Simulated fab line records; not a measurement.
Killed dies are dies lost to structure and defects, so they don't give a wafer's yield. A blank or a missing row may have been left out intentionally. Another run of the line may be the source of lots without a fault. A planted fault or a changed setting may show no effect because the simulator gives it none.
Split-lot experiment | flow n5Finfet | route with 1938 steps; 7 lots, 21 wafers read

== ON THE SPLIT ==
At N5_BEOL_M0_SAQP_ETCH_107 (etches SiNx in CH3F/O2, target depth 30 nm), the setting biasW was moved away from the recipe's 73 W on 10 of the 21 wafers read, by -13.0% to +14.7%. All remaining wafers had this setting at the recipe value.

The reading comes from the split's own step.

== THE READING ==
rfVppV, in V, at N5_BEOL_M0_SAQP_ETCH_107 (etches SiNx in CH3F/O2, target depth 30 nm). On this fab line, fault-free wafers typically give 294 V with a standard deviation of 5 V.

wafer  | tool, chamber at the split | biasW as run, W | against the recipe | rfVppV, V | against lot-mates on the recipe
L075.2 | rieDiel-05, 0              | 73              | recipe             | 296       | -
L075.3 | rieDiel-05, 2              | 73              | recipe             | 291       | -
L075.6 | rieDiel-05, 0              | 83.76           | +14.7%             | 329       | +36
L079.3 | rieDiel-05, 1              | 67.52           | -7.5%              | 278       | -14
L079.4 | rieDiel-05, 3              | 73              | recipe             | 292       | -
L079.6 | rieDiel-05, 2              | 73              | recipe             | 291       | -
L081.1 | rieDiel-04, 3              | 73              | recipe             | 300       | -
L081.2 | rieDiel-04, 0              | 73              | recipe             | 300       | -
L081.4 | rieDiel-04, 1              | 73              | recipe             | 296       | -
L088.1 | rieDiel-05, 1              | 66.21           | -9.3%              | 274       | -18
L088.2 | rieDiel-05, 2              | 73              | recipe             | 292       | -
L088.4 | rieDiel-05, 3              | 66.21           | -9.3%              | 271       | -21
L091.2 | rieDiel-05, 2              | 73              | recipe             | 292       | -
L091.4 | rieDiel-05, 0              | 69.69           | -4.5%              | 284       | -8
L091.6 | rieDiel-05, 2              | 73              | recipe             | 292       | -
L095.1 | rieDiel-04, 0              | 66.5            | -8.9%              | 280       | no lot-mate on the recipe
L095.3 | rieDiel-04, 3              | 66.5            | -8.9%              | 279       | no lot-mate on the recipe
L095.4 | rieDiel-04, 1              | 66.5            | -8.9%              | 275       | no lot-mate on the recipe
L096.4 | rieDiel-04, 2              | 73              | recipe             | 283       | -
L096.5 | rieDiel-04, 2              | 63.53           | -13.0%             | 252       | -31
L096.6 | rieDiel-04, 3              | 63.53           | -13.0%             | 269       | -14

FIT RESULTS
A straight line over all 21 wafers: rfVppV changes by +2.28 V for each +1% of biasW; r = +0.95; the points scatter about the line by 5.1 V.
The same after taking each lot's own level away (the mean of its wafers on the recipe; 18 wafers): +2.04 V for each +1%; r = +0.96; scatter 3.8 V.
That fit puts the effect of the largest move of biasW on the reading at 30 V.
From 283.0 to 298.7 V: that is the span of the lots' own levels, equal to 3.1 times the standard deviation above.
Hence the slope depends on the lot-to-lot level, as the two fits are not the same.
Check: for one of the wafers moved furthest among these (+14.7%), held out of the fit, the line's prediction against its lot-mates is +27.1 V. Against them it came out at +35.5 V.
Tool readings at the split's step, against how far the setting was moved: rfVppV r = +0.95.

== OTHER SPLITS APPLIED TO THESE WAFERS ==
These wafers also went through other splits before the reading. Each is held against what the fit with the lots' levels taken away leaves over:
other split on the same wafers           | wafers away from the commonest value | r with rfVppV (lot level and that fit taken away)
N5_BEOL_M0_SAQP_SPACER1_ALD_98 aldCycles | 3                                    | +0.22

== FILE'S OWN FIT ==
rfVppV changes by +2.06 V for each +1% of biasW, r = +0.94.
